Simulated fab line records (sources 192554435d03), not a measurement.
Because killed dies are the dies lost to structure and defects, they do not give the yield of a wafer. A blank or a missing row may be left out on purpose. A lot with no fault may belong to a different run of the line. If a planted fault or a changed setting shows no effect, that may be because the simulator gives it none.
Chamber matching ; flow n5 finfet ; cmp-01 running N5_BEOL_M9_CMP_52: 4 sister chambers
The step polishes, stops on SiCOH lowk, t overpolish 7 s, target thk 140 nm. 18 wafers are shown with their chamber, then 9 later ones without.

WAFERS PAIRED WITH THEIR CHAMBERS
wafer;chamber;motor current A (A);time to endpoint s (s);edge zone pressure frac
L075.3;2;5.9;63;1.009
L075.5;0;4.7;63;1.001
L075.6;1;6.9;70;0.997
L076.1;2;6.3;63;1.009
L076.2;0;4.6;58;1.000
L076.5;2;6.0;61;1.004
L081.1;0;4.6;62;1.000
L081.2;1;6.8;68;1.003
L081.6;0;4.4;58;1.003
L080.2;1;6.2;65;0.998
L080.3;0;4.7;61;0.995
L080.4;2;5.9;61;1.012
L083.4;1;7.0;70;1.004
L083.5;3;5.1;62;0.997
L083.6;0;4.6;61;0.996
L082.1;2;6.2;59;1.002
L082.4;3;4.8;59;1.000
L082.6;1;7.1;64;1.001

SIGNATURES, as means of the wafers listed above
reading;chamber 0;chamber 1;chamber 2;chamber 3;scatter within a chamber
motor current A;4.600;6.800;6.060;4.950;0.229
time to endpoint s;60.50;67.40;61.40;60.50;2.21
edge zone pressure frac;0.99917;1.00060;1.00720;0.99850;0.00333
Rule: distance of a wafer from a chamber = root of the sum over the readings of ((wafer's reading minus chamber's mean) / reading's scatter) squared. If the next closest chamber is less than 2 further off than the closest, the wafer can't be placed; otherwise it belongs to the closest. The scatter: take each reading less its chamber's mean, square it, sum over the shown wafers, divide by the number of wafers less the number of chambers, and take the root.

WAFERS WITHOUT THEIR CHAMBER
wafer;motor current A (A);time to endpoint s (s);edge zone pressure frac
L086.2;5.2;63;0.998
L086.3;4.4;62;1.003
L086.6;5.3;65;0.999
L089.2;5.3;65;0.988
L089.4;4.8;64;1.008
L089.5;4.6;62;1.004
L092.2;4.5;65;0.990
L092.4;5.2;67;0.994
L092.6;6.8;71;0.999

WHICH CHAMBER EACH ONE RAN IN
wafer;from the rows above;in truth
L086.2;can't be placed: 3 or 0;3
L086.3;can't be placed: 0 or 3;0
L086.6;can't be placed: 3 or 0 or 2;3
L089.2;can't be placed: 3 or 0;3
L089.4;can't be placed: 0 or 3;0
L089.5;can't be placed: 0 or 3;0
L092.2;can't be placed: 0 or 3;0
L092.4;can't be placed: 3 or 0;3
L092.6;1;1
Correctly placed: 1 of 9. Not placeable from these rows: 8 (in 8, the candidates include the true chamber). Placed wrongly: 0.
